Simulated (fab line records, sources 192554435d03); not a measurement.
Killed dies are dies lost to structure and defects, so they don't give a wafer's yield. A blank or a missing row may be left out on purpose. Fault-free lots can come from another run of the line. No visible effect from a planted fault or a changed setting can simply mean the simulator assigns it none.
2 desks looking at one fault | flow n5-finfet | each desk has only its own numbers; what lay behind them comes last

FROM THE METROLOGY DESK
Lot by lot, what the gauges showed, no matter which tool ran the lot: averages of those sampled wafers that carry a number. If a lot's mean is further than 4 standard deviations from the usual mean, the lot is out of limits and carries the mark OUT (the distance appears in the brackets). 7 of its 10 readings are shown, namely those furthest out on some lot.
Columns: A = DIBL_P at N5_BEOL_M4_RC_MEAS_101, usual 36.5 mV/V; B = IOFF_P at N5_BEOL_M4_RC_MEAS_101, usual 0.22 nA/um; C = ION_N at N5_BEOL_M4_RC_MEAS_101, usual 677 uA/um; D = ION_P at N5_BEOL_M4_RC_MEAS_101, usual 466 uA/um; E = SS_N at N5_BEOL_M4_RC_MEAS_101, usual 71.5 mV/dec; F = SS_P at N5_BEOL_M4_RC_MEAS_101, usual 73.2 mV/dec; G = VT_P at N5_BEOL_M4_RC_MEAS_101, usual -248.9 mV
lot  | first seen here | A    | B    | C   | D   | E    | F    | G
L660 | day 8 17:39     | 38.5 | 0.22 | 667 | 456 | 72.2 | 74.0 | -249.7
L670 | day 11 08:52    | 34.3 | 0.21 | 685 | 470 | 70.9 | 73.0 | -248.0
L673 | day 12 03:12    | 38.2 | 0.27 | 682 | 477 | 71.7 | 73.7 | -246.6
L677 | day 12 17:07    | 35.3 | 0.20 | 669 | 460 | 71.4 | 72.6 | -250.6
Finding of this desk: none of the 4 lots has anything out of limits.

AT THE TOOL OWNER'S DESK: rie-diel-04
The tool's own readings at N5_BEOL_M1_ETCH_70 (etches SOC in N2/H2, target depth 80 nm, overetch 16 nm, time 120 s): means of the sampled wafers that have a number, for each lot that ran on this tool. If a lot's mean is further than 4 standard deviations from the usual mean, the lot is out of limits and carries the mark OUT (the distance appears in the brackets).
Columns: A = drypump-motor-current-A at N5_BEOL_M1_ETCH_70, usual 5.9 A; B = oes-product-au at N5_BEOL_M1_ETCH_70, usual 0.58 a.u.; C = rf-fwd-power-W at N5_BEOL_M1_ETCH_70, usual 835.4 W; D = rf-vpp-V at N5_BEOL_M1_ETCH_70, usual 524.6 V; E = showerhead-plenum-p-Torr at N5_BEOL_M1_ETCH_70, usual 2.58 Torr; F = throttle-valve-pct at N5_BEOL_M1_ETCH_70, usual 17.87 %
lot  | first seen here | A   | B    | C               | D               | E    | F
L660 | day 6 11:00     | 5.7 | 0.56 | 833.7           | 526.4           | 2.64 | 18.14
L670 | day 9 08:34     | 5.9 | 0.58 | 634.1 (-75) OUT | 575.9 (+24) OUT | 2.62 | 17.96
L673 | day 9 21:38     | 6.0 | 0.57 | 632.3 (-75) OUT | 575.0 (+24) OUT | 2.61 | 17.96
Finding of this desk: L670, L673 out of limits; the first was L670 at day 9 08:34, on rf-fwd-power-W at N5_BEOL_M1_ETCH_70. L660: within limits.

ALL TOGETHER
On L670, L673, at day 9 08:34, an alarm was possible from the tool owner's desk.
The metrology desk saw nothing out of limits.
The metrology desk has L670, L673 on record, within its limits.
Of the lots named, all ran N5_BEOL_M1_ETCH_70 on rie-diel-04.

WHAT THE SIMULATOR HAD PUT IN
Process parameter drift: rie-diel-04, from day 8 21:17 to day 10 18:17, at N5_BEOL_M1_ETCH_70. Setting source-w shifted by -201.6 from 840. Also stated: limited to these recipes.
Shown lots that were struck: L670, L673.
Each desk's first reading out of limits, in hours after the fault started: the tool owner's desk, 11.
